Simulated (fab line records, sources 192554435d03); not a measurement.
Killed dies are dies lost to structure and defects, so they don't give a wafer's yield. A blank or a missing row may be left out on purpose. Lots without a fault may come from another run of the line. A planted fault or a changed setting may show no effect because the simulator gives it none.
fab line records | flow n5_finfet
record lots=10 wafers=30 last_day=18
route steps=1938 shown ILD0@338 MIM_TOP_ETCH@1852 MIM_BOT_LITHO@1862 TV_OPEN@1887 PASSIVATION@1936
lots that met no fault: from a run of the same line without faults
start_h: hours from the record's first day to the start of the lot's first wafer shown | wait_h: hours since the lot's step before | " the same as in the row above | L1.1+2: a row that stands for several wafers | - no value, or no start given | * or withheld: withheld | < > ~ a bound
route shown NAME@n: a module of which the file shows steps, and the number in the route of the first | usual: mean/standard deviation of fault-free wafers | same: alike in all rows | chamber/n: place in a boat | sites: the reading at each site | _std_site: their standard deviation | _edge_site: outer sites' mean less inner sites' | radius_mm: how far each site lies from the wafer's centre | mask NAME#n: copy n | behind: the tool/chamber that last shaped the wafer | hold: why the lot was held/for how many hours/how that ended | device: the transistor (n, p or np) that didn't switch | end of line: the same wafers' tests at the end of the route | a step without rows: its recipe alone | killed: dies lost to structure and defects at the first sort, not the wafer's yield | map: a wafer's dies, x killed, . not, _ none there
set.NAME: the setting as run; set.NAME@STEP: as run at that earlier step | model.NAME: the simulator's own value behind a step, which no gauge read
steps of the route over a sample of lots; a table a step, a row a wafer
services: from which hour (start_h, from the record's first day; less than 0 if before it) a tool's chamber was out of use, for how many hours, and why
## steps
# step N5_ILD0_CMP_03
# recipe stop_on=SiNx t_overpolish_s=1.9 post_cmp_clean=alkaline_brush down_force_psi=4.1491 platen_rpm=51.796 pad_velocity_m_s=1.0306 target_thk_nm=197.38
# usual edge_zone_pressure_frac=1.000/0.0047 motor_current_A=12.7/1 overpolish_run_s=1.900/0.0085 time_to_endpoint_s=72/5.5
# columns lot.wafer tool chamber start_h wait_h edge_zone_pressure_frac motor_current_A overpolish_run_s time_to_endpoint_s
L447.2 cmp-02 2 62.65 0.1 0.999 10.2 1.892 73
L447.3 " 3 " " 0.997 13.4 1.895 74
L447.5 " 2 " " 1.001 10.2 1.899 76
L449.2 cmp-03 0 76.75 0.0 1.004 11.6 1.891 66
L449.4 " 3 " " 1.000 13.9 1.892 65
L449.5 " 0 " " 0.998 12.2 1.901 69
L450.2 cmp-01 2 81.59 0.0 1.005 13.3 1.889 71
L450.4 " 1 " " 0.995 12.3 1.882 70
L450.5 " 2 " " 1.007 13.9 1.895 73
L452.4 cmp-03 3 92.46 0.0 1.004 13.8 1.902 62
L452.3 " 0 " " 1.005 12.1 1.905 62
L452.6 " 3 " " 1.004 13.5 1.904 63
L454.1 cmp-01 2 105.84 0.0 0.989 13.4 1.894 80
L454.2 " 1 " " 0.996 12.0 1.909 75
L454.5 " 2 " " 0.999 12.8 1.885 76
L458.4 cmp-01 1 137.28 0.0 1.002 11.9 1.901 81
L458.3 " 0 " " 1.010 13.3 1.910 78
L458.6 " 1 " " 0.997 11.6 1.906 79
L460.3 cmp-01 2 140.17 0.1 1.001 13.4 1.903 81
L460.5 " 0 " " 0.998 13.8 1.904 85
L460.6 " 1 " " 0.995 11.4 1.891 80
L462.3 cmp-01 3 152.09 0.0 1.002 12.4 1.899 76
L462.5 " 3 " " 1.007 12.3 1.897 73
L462.6 " 0 " " 0.996 13.8 1.900 78
L464.4 cmp-02 0 161.05 0.1 0.987 13.3 1.890 72
L464.1 " 1 " " 0.999 12.7 1.902 75
L464.2 " 2 " " 1.001 11.0 1.899 72
L469.1 cmp-02 3 200.94 0.1 1.009 13.6 1.899 72
L469.6 " 0 " " 1.001 13.2 1.913 72
L469.5 " 1 " " 0.998 12.6 1.908 73
# step N5_MIM_TOP_ETCH_STRIP_01
# recipe chemistry=O2 power_w=600 temp_c=60 pressure_mtorr=30 rf_frequency_hz=6e+07 bias_power_w=0 overash_fraction=0.5 o2_flow_sccm=225
# usual drypump_motor_current_A=5.9/0.41 oes_product_au=0.75/0.078 rf_vpp_V=3.7/1.3 showerhead_plenum_p_Torr=2.10/0.056 throttle_valve_pct=16.73/0.16
# columns lot.wafer tool chamber start_h wait_h drypump_motor_current_A oes_product_au rf_hours_counter_h rf_vpp_V showerhead_plenum_p_Torr throttle_valve_pct
L447.2 rie_diel-04 0 254.42 0.3 5.4 0.81 83 3.9 2.22 16.54
L447.3 " 2 " " 6.5 0.71 224 4.2 2.08 16.69
L447.5 " 3 " " 6.5 0.71 - 4.6 2.09 16.70
L449.2 rie_diel-03 1 262.07 0.1 6.0 0.84 58 3.2 2.05 16.51
L449.4 " 0 " " 6.4 0.70 228 6.5 2.06 16.74
L449.5 " 2 " " 5.4 0.73 - 6.2 2.08 16.62
L450.2 rie_diel-03 1 285.25 0.1 6.0 0.84 65 4.6 2.05 16.60
L450.4 " 2 " " 5.5 0.72 210 3.9 2.08 16.57
L450.5 " 1 " " 6.1 0.84 - 5.4 2.05 16.58
L452.3 rie_diel-04 2 285.60 0.2 6.5 0.71 233 3.4 2.07 16.69
L452.4 " 1 " " 6.2 0.74 176 1.9 2.09 16.92
L452.6 " 0 " " 5.4 0.84 - 3.6 2.21 16.57
L454.1 rie_diel-05 0 317.64 0.1 5.2 0.74 128 4.6 2.10 16.85
L454.2 " 2 " " 5.7 0.71 239 0.5 2.15 17.01
L454.5 " 2 " " 5.8 0.70 - 3.7 2.15 16.96
L460.3 rie_diel-05 0 354.91 0.1 5.2 0.76 141 6.0 2.09 16.91
L460.5 " 3 " " 5.7 0.79 - 2.9 2.19 16.73
L460.6 " 1 " " 5.8 0.69 - 4.2 2.16 16.83
L458.3 rie_diel-03 1 357.76 0.1 6.0 0.79 - 3.3 2.04 16.64
L458.4 " 2 " " 5.5 0.67 - 2.8 2.07 16.68
L458.6 " 2 " " 5.4 0.70 - 2.6 2.07 16.64
L462.3 rie_diel-05 0 359.80 0.1 5.2 0.74 143 3.5 2.09 16.94
L462.5 " 0 " " 5.2 0.75 - 2.2 2.09 16.97
L462.6 " 1 " " 5.8 0.69 - 2.8 2.16 16.88
L464.1 rie_diel-04 0 376.18 0.1 5.5 0.78 121 2.8 2.20 16.63
L464.2 " 3 " " 6.5 0.67 229 3.7 2.08 16.80
L464.4 " 1 " " 6.2 0.72 207 2.7 2.08 16.98
L469.1 rie_diel-03 1 417.13 0.1 6.1 0.78 112 2.3 2.03 16.65
L469.5 " 3 " " 5.6 0.92 - 6.2 2.05 16.51
L469.6 " 2 " " 5.4 0.69 - 4.4 2.06 16.70
# step N5_MIM_BOT_LITHO_CD_MEAS_08
# recipe target_cd_nm=3000 landing_energy_ev=500 detector=se_inlens polarity=opening
# usual cd_nm=2999.7/1.5
# columns lot.wafer tool chamber start_h wait_h cd_nm
L447.2 cd_sem-01 0 254.87 - 2999.3
L447.3 " 0 " " 2998.1
L447.5 " 0 " " 2999.2
L449.2 cd_sem-03 0 262.49 - 2998.5
L449.4 " 0 " " 3000.2
L449.5 " 0 " " 3000.1
L450.2 cd_sem-02 0 285.80 - 3000.1
L450.4 " 0 " " 3001.5
L450.5 " 0 " " 3002.5
L452.3 cd_sem-02 0 286.15 - 2997.5
L452.4 " 0 " " 2996.5
L452.6 " 0 " " 2998.0
L454.1 cd_sem-03 0 318.06 - 2999.5
L454.2 " 0 " " 2999.2
L454.5 " 0 " " 2999.8
L460.3 cd_sem-02 0 355.48 - 3003.4
L460.5 " 0 " " 3002.6
L460.6 " 0 " " 2999.2
L458.3 cd_sem-03 0 358.31 - 2998.8
L458.4 " 0 " " 2997.9
L458.6 " 0 " " 2998.7
L462.3 cd_sem-01 0 360.34 - 2999.5
L462.5 " 0 " " 2998.6
L462.6 " 0 " " 3000.0
L464.1 cd_sem-02 0 376.73 - 2999.6
L464.2 " 0 " " 2998.1
L464.4 " 0 " " 3000.4
L469.1 cd_sem-02 0 417.68 - 2998.1
L469.5 " 0 " " 2999.4
L469.6 " 0 " " 2998.4
# step N5_PASSIVATION_PASS_ETCH_74
# recipe chemistry=CF4/O2 target=SiNx target_depth_a=2200 time_s=110 ion_energy_ev=100 pressure_mtorr=40 source_w=535 bias_w=49 Ar_flow_sccm=100 cf4_flow_sccm=100 O2_flow_sccm=10
# usual O2_flow_sccm=10.00/0.031 bias_w=48.98/0.16 drypump_motor_current_A=5.9/0.41 oes_o_777_au=0.77/0.083 oes_product_au=0.76/0.088 rf_vpp_V=240.5/1.7 showerhead_plenum_p_Torr=2.21/0.056 throttle_valve_pct=16.03/0.18
# columns lot.wafer tool chamber start_h wait_h O2_flow_sccm bias_w drypump_motor_current_A oes_o_777_au oes_product_au rf_hours_counter_h rf_vpp_V showerhead_plenum_p_Torr throttle_valve_pct
L447.2 rie_diel-03 3 256.77 0.0 9.98 49.03 5.6 0.68 0.68 232 242.8 2.17 16.17
L447.3 " 1 " " 10.00 48.96 6.0 0.86 0.86 57 239.8 2.15 15.83
L447.5 " 0 " " 10.08 49.28 6.3 0.71 0.71 - 240.1 2.17 16.10
L449.2 rie_diel-05 1 266.30 0.0 9.96 48.92 5.8 0.72 0.71 192 239.9 2.28 16.12
L449.4 " 2 " " 10.05 48.78 5.7 0.70 0.70 225 244.1 2.26 16.30
L449.5 " 2 " " 10.03 48.83 5.7 0.70 0.70 - 243.3 2.26 16.31
L452.3 rie_diel-04 1 288.68 0.0 9.97 48.89 6.2 0.72 0.73 176 238.9 2.19 16.23
L452.4 " 0 " " 9.99 48.95 5.4 0.82 0.82 94 241.7 2.31 15.84
L452.6 " 2 " " 10.03 49.04 6.5 0.72 0.70 - 240.0 2.18 15.99
L450.2 rie_diel-04 2 290.01 0.0 9.99 48.92 6.5 0.71 0.69 235 239.1 2.18 16.02
L450.4 " 0 " " 9.99 49.01 5.4 0.82 0.82 94 241.2 2.31 15.84
L450.5 " 1 " " 9.98 49.05 6.2 0.73 0.73 - 240.5 2.19 16.24
L454.1 rie_diel-04 0 320.12 0.0 10.04 48.99 5.4 0.81 0.81 101 243.6 2.31 15.84
L454.2 " 2 " " 10.03 48.85 6.5 0.70 0.69 242 240.5 2.18 16.02
L454.5 " 2 " " 10.01 48.94 6.5 0.70 0.69 - 240.4 2.18 16.04
L460.3 rie_diel-05 3 357.41 0.0 9.96 49.00 5.8 0.78 0.79 106 242.9 2.30 16.01
L460.5 " 0 " " 10.02 49.19 5.2 0.75 0.74 - 238.9 2.21 16.25
L460.6 " 3 " " 9.95 49.12 5.7 0.78 0.79 - 242.7 2.30 16.03
L458.3 rie_diel-03 3 363.54 0.0 9.91 49.03 5.6 0.98 0.97 1 237.3 2.17 15.73
L458.4 " 1 " " 9.98 48.84 6.0 0.81 0.80 - 240.2 2.14 15.89
L458.6 " 3 " " 9.98 48.88 5.6 0.98 0.97 - 236.7 2.17 15.75
L462.3 rie_diel-05 0 367.55 0.0 10.00 48.98 5.2 0.74 0.74 146 239.5 2.21 16.24
L462.5 " 3 " " 10.02 48.68 5.7 0.78 0.79 - 243.2 2.30 16.05
L462.6 " 0 " " 9.99 48.89 5.2 0.75 0.74 - 240.8 2.20 16.26
L464.1 rie_diel-04 0 382.80 0.0 10.00 49.06 5.4 0.79 0.79 123 241.6 2.30 15.88
L464.2 " 3 " " 9.97 48.90 6.4 0.69 0.66 230 239.2 2.18 16.05
L464.4 " 1 " " 9.98 49.20 6.2 0.71 0.70 208 239.9 2.18 16.28
L469.1 rie_diel-04 2 420.00 0.0 9.96 49.16 6.5 0.95 0.96 12 241.2 2.17 15.60
L469.5 " 0 " " 10.04 48.87 5.5 0.78 0.78 - 240.7 2.30 15.91
L469.6 " 3 " " 9.98 49.01 6.5 0.67 0.66 - 238.5 2.17 16.09
# step N5_PASSIVATION_PROBE_49
# usual defect_limited_yield=90.9/1.3 killed_at_M0_to_M3=35/10 killed_at_M4_up=15/5.7 killed_at_contacts=14/6.4 killed_at_front_end=40/11 killed_at_other=4/3.1 killed_dies=108/16 killed_on_rim=14/3.6 killed_open=71/11 killed_short=34/7.7 sort_bin_5_function=5.4/0.9 sort_bin_6_memory=3.4/0.61 sort_n_pass=1072/16 sort_yield_pct=90.9/1.3
# same gross_dies=1180 killed_at_back_side=0 sort_bin_4_leakage[%]=0 sort_bin_8_speed[%]=0
# columns lot.wafer tool chamber start_h wait_h defect_limited_yield[%] killed_at_M0_to_M3 killed_at_M4_up killed_at_contacts killed_at_front_end killed_at_other killed_dies killed_on_rim killed_open killed_short sort_bin_5_function[%] sort_bin_6_memory[%] sort_n_pass sort_yield_pct[%]
L460.3 prober-01 - 364.26 0.1 64.3 31 9 12 362 7 421 49 69 29 20.6 13.0 759 64.3
L460.5 prober-01 - 364.36 0.2 64.9 53 13 8 338 2 414 61 72 36 20.8 11.9 766 64.9
L460.6 prober-01 - 364.41 0.3 69.2 34 6 6 312 6 364 40 52 37 18.8 10.3 816 69.2
L458.3 prober-02 - 370.63 0.1 69.8 23 9 9 308 7 356 45 42 31 18.5 9.1 824 69.8
L458.4 prober-02 - 370.68 0.2 68.7 25 21 3 317 3 369 51 56 24 18.2 10.3 811 68.7
L458.6 prober-02 - 370.78 0.3 65.0 22 21 16 332 22 413 51 75 38 22.5 10.8 767 65.0
L462.3 prober-01 - 375.15 0.1 69.9 26 13 7 306 3 355 47 43 23 17.0 11.4 825 69.9
L462.5 prober-01 - 375.25 0.2 68.7 35 9 11 310 4 369 51 57 27 18.3 11.5 811 68.7
L462.6 prober-01 - 375.30 0.3 70.6 31 14 18 283 1 347 47 69 24 18.7 9.7 833 70.6
# killed by level:class
L460.3 ILD0:unspecified=322 FIN_SAQP:geometric_particle:open=13 MOL_CONTACT_COAG:geometric_particle:open=11 FIN_SAQP:geometric_particle:short=9 BEOL_M0_SAQP:geometric_particle:open=8 BEOL_M2:geometric_particle:open=8 STARTING-WAFER:geometric_particle:open=5 DUMMY_GATE:geometric_particle:open=5
L460.5 ILD0:unspecified=300 FIN_SAQP:geometric_particle:open=13 BEOL_M0_SAQP:geometric_particle:short=13 BEOL_M3:geometric_particle:open=12 BEOL_M4:geometric_particle:open=10 BEOL_M2:geometric_particle:open=9 BEOL_M0_SAQP:geometric_particle:open=8 HKMG_FIN:area_etch=6
L460.6 ILD0:unspecified=275 BEOL_M3:geometric_particle:open=13 FIN_SAQP:geometric_particle:short=9 BEOL_M0_SAQP:geometric_particle:short=8 STI_FIN_REVEAL:geometric_particle:open=6 FIN_SAQP:geometric_particle:open=5 DUMMY_GATE:geometric_particle:open=4 MOL_CONTACT_COAG:geometric_particle:open=4
L458.3 ILD0:unspecified=283 MOL_CONTACT_COAG:geometric_particle:open=8 BEOL_M0_SAQP:geometric_particle:short=7 BEOL_M3:geometric_particle:open=6 FIN_SAQP:geometric_particle:open=5 FIN_SAQP:geometric_particle:short=3 BEOL_M1:geometric_particle:short=3 GATE_CUT:geometric_particle:short=3
L458.4 ILD0:unspecified=288 FIN_SAQP:geometric_particle:open=7 BEOL_M4:geometric_particle:open=7 BEOL_M1:geometric_particle:open=6 BEOL_M3:geometric_particle:open=6 BEOL_M4:geometric_particle:short=6 STI_FIN_REVEAL:geometric_particle:open=4 GATE_CUT:geometric_particle:short=4
L458.6 ILD0:unspecified=297 MOL_CONTACT_COAG:geometric_particle:open=12 PASS1_CAP:geometric_particle:open=12 BEOL_M4:geometric_particle:open=11 PASS1_CAP:geometric_particle:short=8 FIN_SAQP:geometric_particle:open=7 BEOL_M0_SAQP:geometric_particle:short=7 STI_FIN_REVEAL:geometric_particle:open=6
L462.3 ILD0:unspecified=289 BEOL_M2:geometric_particle:open=9 MOL_CONTACT_COAG:geometric_particle:open=6 BEOL_M1:geometric_particle:open=5 BEOL_M0_SAQP:geometric_particle:open=4 BEOL_M3:geometric_particle:open=4 FIN_SAQP:geometric_particle:short=3 STI_FIN_REVEAL:geometric_particle:open=3
L462.5 ILD0:unspecified=284 MOL_CONTACT_COAG:geometric_particle:open=11 STI_FIN_REVEAL:geometric_particle:open=7 BEOL_M2:geometric_particle:open=7 BEOL_M3:geometric_particle:open=7 BEOL_M0_SAQP:geometric_particle:short=6 BEOL_M1:geometric_particle:open=6 FIN_SAQP:geometric_particle:short=4
L462.6 ILD0:unspecified=254 MOL_CONTACT_COAG:geometric_particle:open=13 BEOL_M4:geometric_particle:open=9 STI_FIN_REVEAL:geometric_particle:open=8 BEOL_M2:geometric_particle:open=7 BEOL_M3:geometric_particle:open=7 BEOL_M1:geometric_particle:open=6 FIN_SAQP:geometric_particle:open=5
## services
# columns tool chamber start_h hours kind
rie_diel-03 2 79.31 3.5 repair
rie_diel-03 - 87.04 0.8 repair
cmp-02 - 87.05 4.0 pm
rie_diel-04 3 95.97 9.2 repair
rie_diel-03 2 97.05 64.8 repair
rie_diel-05 - 140.08 0.4 repair
cmp-01 - 144.48 7.2 repair
cmp-02 - 152.35 3.2 pm
cmp-02 - 170.30 4.3 repair
cmp-01 - 181.22 2.8 repair
cmp-01 - 215.29 4.0 pm
cmp-01 - 221.98 3.3 repair
rie_diel-03 1 235.73 2.8 repair
cmp-01 - 241.36 0.4 repair
cmp-01 - 248.38 7.0 repair
rie_diel-03 - 252.66 2.8 pm
rie_diel-04 3 264.39 11.2 repair
rie_diel-04 0 290.08 9.8 repair
rie_diel-03 3 308.45 5.8 repair
rie_diel-05 2 328.85 3.0 repair
rie_diel-05 1 340.18 4.2 repair
cmp-01 - 350.53 0.4 repair
rie_diel-03 0 355.67 52.1 repair
cmp-01 - 388.20 2.8 pm
## key
first_sign step=N5_PASSIVATION_PROBE_49 reading=killed_at_front_end direction=up sigmas=24 usual=40 struck=319
effect step=N5_PASSIVATION_PROBE_49 reading=defect_limited_yield direction=down sigmas=17 usual=90.9 struck=67.9
more_kills_born_at N5_ILD0_CMP_03@cmp-01=2592
met_at N5_ILD0_CMP_03
struck_lots L458,L460,L462
not_acting_at N5_MIM_TOP_ETCH_STRIP_01,N5_MIM_BOT_LITHO_CD_MEAS_08,N5_PASSIVATION_PASS_ETCH_74
onset_between 105.84 137.28
fault kind=chamber_particle_source tool=cmp-01 chamber=- onset_h=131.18 steps=N5_ILD0_CMP_03 rate_per_visit_cm2=0.55775 end_h=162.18
